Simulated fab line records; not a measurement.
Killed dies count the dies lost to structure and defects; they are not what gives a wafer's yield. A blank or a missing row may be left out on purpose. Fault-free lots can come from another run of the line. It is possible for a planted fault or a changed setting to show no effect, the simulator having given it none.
Chamber matching / flow n5Finfet / N5_BEOL_M8_ETCH_66 on rieDiel-06 has 4 sister chambers
The step etches SOC in N2/H2, target depth 80 nm, overetch 16 nm, time 120 s. 20 wafers are shown with their chamber, then 10 later ones without.

## WAFERS WITH THEIR CHAMBER
wafer=L077.2; chamber=1; drypumpMotorCurrentA (A)=5.6; showerheadPlenumPTorr (Torr)=2.52; throttleValvePct (%)=18.28
wafer=L077.3; chamber=2; drypumpMotorCurrentA (A)=5.3; showerheadPlenumPTorr (Torr)=2.53; throttleValvePct (%)=18.10
wafer=L077.5; chamber=2; drypumpMotorCurrentA (A)=5.3; showerheadPlenumPTorr (Torr)=2.53; throttleValvePct (%)=18.09
wafer=L083.1; chamber=3; drypumpMotorCurrentA (A)=4.9; showerheadPlenumPTorr (Torr)=2.71; throttleValvePct (%)=17.87
wafer=L083.5; chamber=1; drypumpMotorCurrentA (A)=5.6; showerheadPlenumPTorr (Torr)=2.52; throttleValvePct (%)=18.29
wafer=L083.6; chamber=2; drypumpMotorCurrentA (A)=5.3; showerheadPlenumPTorr (Torr)=2.52; throttleValvePct (%)=18.11
wafer=L085.3; chamber=1; drypumpMotorCurrentA (A)=5.6; showerheadPlenumPTorr (Torr)=2.51; throttleValvePct (%)=18.29
wafer=L085.4; chamber=0; drypumpMotorCurrentA (A)=4.8; showerheadPlenumPTorr (Torr)=2.41; throttleValvePct (%)=17.70
wafer=L085.5; chamber=0; drypumpMotorCurrentA (A)=4.8; showerheadPlenumPTorr (Torr)=2.41; throttleValvePct (%)=17.70
wafer=L087.2; chamber=2; drypumpMotorCurrentA (A)=5.3; showerheadPlenumPTorr (Torr)=2.52; throttleValvePct (%)=18.14
wafer=L087.4; chamber=1; drypumpMotorCurrentA (A)=5.6; showerheadPlenumPTorr (Torr)=2.51; throttleValvePct (%)=18.31
wafer=L087.5; chamber=3; drypumpMotorCurrentA (A)=4.9; showerheadPlenumPTorr (Torr)=2.70; throttleValvePct (%)=17.90
wafer=L089.1; chamber=1; drypumpMotorCurrentA (A)=5.6; showerheadPlenumPTorr (Torr)=2.51; throttleValvePct (%)=18.30
wafer=L089.2; chamber=0; drypumpMotorCurrentA (A)=4.8; showerheadPlenumPTorr (Torr)=2.41; throttleValvePct (%)=17.72
wafer=L089.6; chamber=0; drypumpMotorCurrentA (A)=4.8; showerheadPlenumPTorr (Torr)=2.41; throttleValvePct (%)=17.72
wafer=L091.3; chamber=3; drypumpMotorCurrentA (A)=4.8; showerheadPlenumPTorr (Torr)=2.70; throttleValvePct (%)=17.91
wafer=L091.4; chamber=1; drypumpMotorCurrentA (A)=5.6; showerheadPlenumPTorr (Torr)=2.51; throttleValvePct (%)=18.31
wafer=L091.5; chamber=1; drypumpMotorCurrentA (A)=5.6; showerheadPlenumPTorr (Torr)=2.51; throttleValvePct (%)=18.31
wafer=L090.1; chamber=0; drypumpMotorCurrentA (A)=4.8; showerheadPlenumPTorr (Torr)=2.41; throttleValvePct (%)=17.72
wafer=L090.4; chamber=2; drypumpMotorCurrentA (A)=5.3; showerheadPlenumPTorr (Torr)=2.51; throttleValvePct (%)=18.14

SIGNATURES, as means of the wafers listed above
reading=drypumpMotorCurrentA; chamber 0=4.800; chamber 1=5.600; chamber 2=5.300; chamber 3=4.867; scatter within a chamber=0.0204
reading=showerheadPlenumPTorr; chamber 0=2.4100; chamber 1=2.5129; chamber 2=2.5220; chamber 3=2.7033; scatter within a chamber=0.00553
reading=throttleValvePct; chamber 0=17.7120; chamber 1=18.2986; chamber 2=18.1160; chamber 3=17.8933; scatter within a chamber=0.0165
Rule: a wafer lies at a distance from a chamber equal to the root of the sum of squares, over the readings, of (its reading less the chamber's mean, divided by the reading's scatter). The wafer belongs to the nearest chamber; if the next one is less than 2 further off, it can't be placed. How the scatter is found: for the shown wafers, subtract from each reading the mean of its chamber, square and add these, divide the total by (wafers less chambers), then take the root.

## WAFERS WITH NO CHAMBER GIVEN
wafer=L090.5; drypumpMotorCurrentA (A)=5.6; showerheadPlenumPTorr (Torr)=2.51; throttleValvePct (%)=18.31
wafer=L093.3; drypumpMotorCurrentA (A)=5.6; showerheadPlenumPTorr (Torr)=2.51; throttleValvePct (%)=18.32
wafer=L093.4; drypumpMotorCurrentA (A)=4.9; showerheadPlenumPTorr (Torr)=2.70; throttleValvePct (%)=17.92
wafer=L093.6; drypumpMotorCurrentA (A)=4.9; showerheadPlenumPTorr (Torr)=2.70; throttleValvePct (%)=17.91
wafer=L094.1; drypumpMotorCurrentA (A)=4.9; showerheadPlenumPTorr (Torr)=2.70; throttleValvePct (%)=17.93
wafer=L094.4; drypumpMotorCurrentA (A)=4.8; showerheadPlenumPTorr (Torr)=2.40; throttleValvePct (%)=17.73
wafer=L094.5; drypumpMotorCurrentA (A)=5.3; showerheadPlenumPTorr (Torr)=2.51; throttleValvePct (%)=18.16
wafer=L095.1; drypumpMotorCurrentA (A)=5.6; showerheadPlenumPTorr (Torr)=2.51; throttleValvePct (%)=18.34
wafer=L095.4; drypumpMotorCurrentA (A)=4.9; showerheadPlenumPTorr (Torr)=2.70; throttleValvePct (%)=17.93
wafer=L095.6; drypumpMotorCurrentA (A)=5.3; showerheadPlenumPTorr (Torr)=2.51; throttleValvePct (%)=18.18

## EACH ONE'S CHAMBER
wafer=L090.5; from the rows above=1; in truth=1
wafer=L093.3; from the rows above=1; in truth=1
wafer=L093.4; from the rows above=3; in truth=3
wafer=L093.6; from the rows above=3; in truth=3
wafer=L094.1; from the rows above=3; in truth=3
wafer=L094.4; from the rows above=0; in truth=0
wafer=L094.5; from the rows above=2; in truth=2
wafer=L095.1; from the rows above=1; in truth=1
wafer=L095.4; from the rows above=3; in truth=3
wafer=L095.6; from the rows above=2; in truth=2
Correctly placed: 10 of 10. Number that these rows cannot place: 0. Wrongly placed: 0.
